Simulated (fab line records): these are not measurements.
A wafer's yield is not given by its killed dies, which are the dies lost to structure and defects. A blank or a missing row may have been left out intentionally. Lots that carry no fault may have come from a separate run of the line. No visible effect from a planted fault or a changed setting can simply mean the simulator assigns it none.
Struck lot and sound lot, side by side	flow nand harc	14 out of 1302 route steps
Sound: these wafers, L823.2, L823.3, L823.4. Struck: wafers L836.1, L836.3, L836.5. The cause is named last.
For every step that has rows: the tool of each side, followed by ch and its chambers, followed by its first start. Under that, the readings that differ: sound wafers	struck wafers	difference of the means	sigmas: that difference in standard deviations of wafers without a fault.
alike: words and numbers the same on both sides, and readings whose means are apart by under 2 such deviations; not compared: readings that were withheld, readings missing a value for some wafer, numbers with overlapping values and no deviation given by the record, and bounds like >300 which may hide the same value.
The two part at a step that has a row with sigmas, a row that says differs or no value, or rows on one side only. When numbers do not overlap yet have no deviation, they are printed without sigmas and do not part them. Lack of a reading on every wafer of one side parts them only where that side has two or more wafers.

NHARC_A_STAIRCASE_DEP_156: deposits SiNx, target thk 50 nm.
  sound on pecvd-02 ch 0,1,2, day 16 22:25; struck on pecvd-02 ch 0,1,2, day 22 22:14
  alike: heater power w
then, 9 steps without rows for these wafers: NHARC_A_STAIRCASE_DEHYDRATE_158 (time 120 s); NHARC_A_STAIRCASE_HMDS_159 (time 30 s); NHARC_A_STAIRCASE_COAT_160; NHARC_A_STAIRCASE_SOFTBAKE_161 (time 170 s); NHARC_A_STAIRCASE_EBR_162; NHARC_A_STAIRCASE_EXPOSE_163 (exposes mask STAIR OPEN); NHARC_A_STAIRCASE_PEB_164 (peb time 130 s); NHARC_A_STAIRCASE_DEVELOP_165 (time 140 s); NHARC_A_STAIRCASE_HARDBAKE_167 (time 140 s).
NHARC_A_STAIRCASE_DESCUM_168: chemistry O2, time 3 s.
  sound on rie diel-13 ch 1,2,3, day 16 23:16; struck on rie diel-01 ch 0,2,3, day 22 23:19
reading	sound	struck	difference	sigmas
oes product au (a.u.)	0.985 0.986 1.002	1.015 1.006 1.014	+0.021	+2
  alike: drypump motor current A, rf vpp V, showerhead plenum p Torr, throttle valve pct
  not compared: rf hours counter h
NHARC_A_STAIRCASE_ETCH_169: etches the open film in CH3F/O2, target depth 50 nm, time 107.1 s.
  sound on rie diel-13 ch 0,2,3, day 16 23:22; struck on rie diel-01 ch 1,2, day 22 23:25
  no value came back on the struck wafers for any of 8 readings (bias w (W), ch3f flow sccm (sccm) and others); on the sound wafers bias w (W) reads 99.3 99.8 100.4
NHARC_A_STAIRCASE_ETCH_170: etches the open film in C4F6/O2, target depth 200 nm, time 66.667 s.
  sound on rie diel-13 ch 0,2,3; struck on rie diel-01 ch 0,3, day 22 23:32
  alike: bias w, c4f6 flow sccm, drypump motor current A, oes product au, rf vpp V, showerhead plenum p Torr, throttle valve pct
  not compared: rf hours counter h
-- break in the record here, with 10 days between the starts of the struck wafers on either side (left off in module A_STAIRCASE, picked up again in module END, where the first step shown is number 1302 on the route) --
NHARC_END_SORT_01:
  sound on prober-02 ch 0, day 25 06:19; struck on prober-01 ch 0, day 32 22:35
reading	sound	struck	difference	sigmas
killed at array	32 24 35	672 674 672	+642	+27
killed dies	33 28 38	677 677 677	+644	+27
  alike: killed at other, killed at periphery, killed open, killed short

WHERE THEY PART
Last at NHARC_END_SORT_01 as far as this record goes, first at NHARC_A_STAIRCASE_DESCUM_168.

WHY: whatever the simulator had introduced
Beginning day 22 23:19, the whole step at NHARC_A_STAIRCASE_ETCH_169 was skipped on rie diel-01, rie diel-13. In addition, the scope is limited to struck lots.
